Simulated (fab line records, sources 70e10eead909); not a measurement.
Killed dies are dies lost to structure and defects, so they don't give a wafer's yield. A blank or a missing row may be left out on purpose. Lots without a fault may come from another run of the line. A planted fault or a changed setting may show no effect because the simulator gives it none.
A struck lot beside a sound one | flow nand_harc | 14 steps out of a route of 1159
Sound: wafers L291.2, L291.3, L291.5. Struck: wafer L300.3. (L300.2 of the same lot was not struck and is left out.) The cause comes at the end.
At each step with rows: each side's tool, then ch and its chambers, then its first start. Under that, the readings that differ: sound wafers | struck wafers | difference of the means | sigmas: that difference in standard deviations of wafers without a fault.
alike: readings whose means differ by less than 2 such deviations, and words and numbers that are the same on both sides. not compared: withheld readings, readings that some wafer has no value for, bounds like >300 that may hide the same value, and numbers for which the record gives no deviation and whose values overlap.
The two part at a step that has a row with sigmas, a row that says differs or no value, or rows on one side only. Numbers that don't overlap but have no deviation are shown without sigmas and don't part them. A reading that every wafer of one side lacks parts them only if that side has two wafers or more.

first, 2 steps without rows for these wafers: NHARC_A_WL_FILL_ANNEAL_08 (time 1800 s); NHARC_A_WL_FILL_ALD_10 (deposits SiO2, target thk 50 nm, pulse time 10 s, ald cycles 500).
NHARC_A_WL_FILL_ETCHBACK_16: etches the open film in C4F8/O2/Ar, target depth 88 nm, time 17.6 s.
  sound on rie_diel-03 ch 0,1; struck on rie_diel-10 ch 1
  alike: oes_product_au, rf_vpp_V
  not compared: rf_hours_counter_h
NHARC_A_WL_FILL_STRIP_29: strips in O2, time 20 s.
  sound on rie_diel-03 ch 0,1,2, day 16 09:11; struck on rie_diel-10 ch 3, day 18 18:39
  alike: drypump_motor_current_A, oes_product_au, rf_vpp_V, showerhead_plenum_p_Torr, throttle_valve_pct
  not compared: rf_hours_counter_h
NHARC_A_WL_FILL_ETCHBACK_17: etches the open film in Cl2/BCl3, target depth 4 nm, time 26.7 s.
  sound on rie_metal-01 ch 0,1, day 16 09:18; struck on rie_metal-03 ch 1, day 18 18:46
  alike: drypump_motor_current_A, oes_product_au
  not compared: rf_hours_counter_h
then, 3 steps without rows for these wafers: NHARC_A_WL_FILL_PRECLEAN_18 (cleans in dHF, time 30 s); NHARC_A_WL_FILL_SRD_21; NHARC_A_WL_FILL_CVD_23 (deposits poly-Si, target thk 40 nm, time 800 s).
NHARC_A_WL_FILL_ETCHBACK_26: etches the open film in HBr, target depth 52 nm, time 13.3 s.
  sound on rie_si-04 ch 0,2, day 16 14:20; struck on rie_si-04 ch 2, day 19 00:02
  alike: drypump_motor_current_A, oes_product_au, throttle_valve_pct
  not compared: rf_hours_counter_h
then, 2 steps without rows for these wafers: NHARC_A_WL_FILL_PRECLEAN_30 (cleans in dHF, time 10 s); NHARC_A_WL_FILL_SRD_14.
NHARC_A_WL_FILL_ALD_19: deposits TiN, target thk 2 nm, pulse time 3 s, ald cycles 100.
  sound on ald_metal-01 ch 0,1,3, day 16 14:36; struck on ald_metal-02 ch 3, day 19 00:21
  reading                    | sound             | struck | difference | sigmas
  ald_cycles                 | 100 100 100       | 114    | +14        |
  precursor_pulse_height_rel | 1.010 0.992 0.971 | 1.035  | +0.044     | +2
  alike: heater_power_outer_w, heater_power_w
NHARC_A_WL_FILL_CVD_20: deposits W, target thk 75 nm, time 5064 s.
  sound on cvd_w-02 ch 0,1; struck on cvd_w-02 ch 1
  alike: heater_power_outer_w, heater_power_w, throttle_valve_pct
then, 1 step without rows for these wafers: NHARC_END_SORT_01.

WHERE THEY PART
Only at NHARC_A_WL_FILL_ALD_19, within this record. Later steps at which nothing parts them and some readings are alike: NHARC_A_WL_FILL_CVD_20.

WHY: what the simulator had put in
Process parameter drift: ald_metal-02, from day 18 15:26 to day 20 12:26, at NHARC_A_WL_FILL_ALD_19. Setting ald_cycles, moved by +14, from 100. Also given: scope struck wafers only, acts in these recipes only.
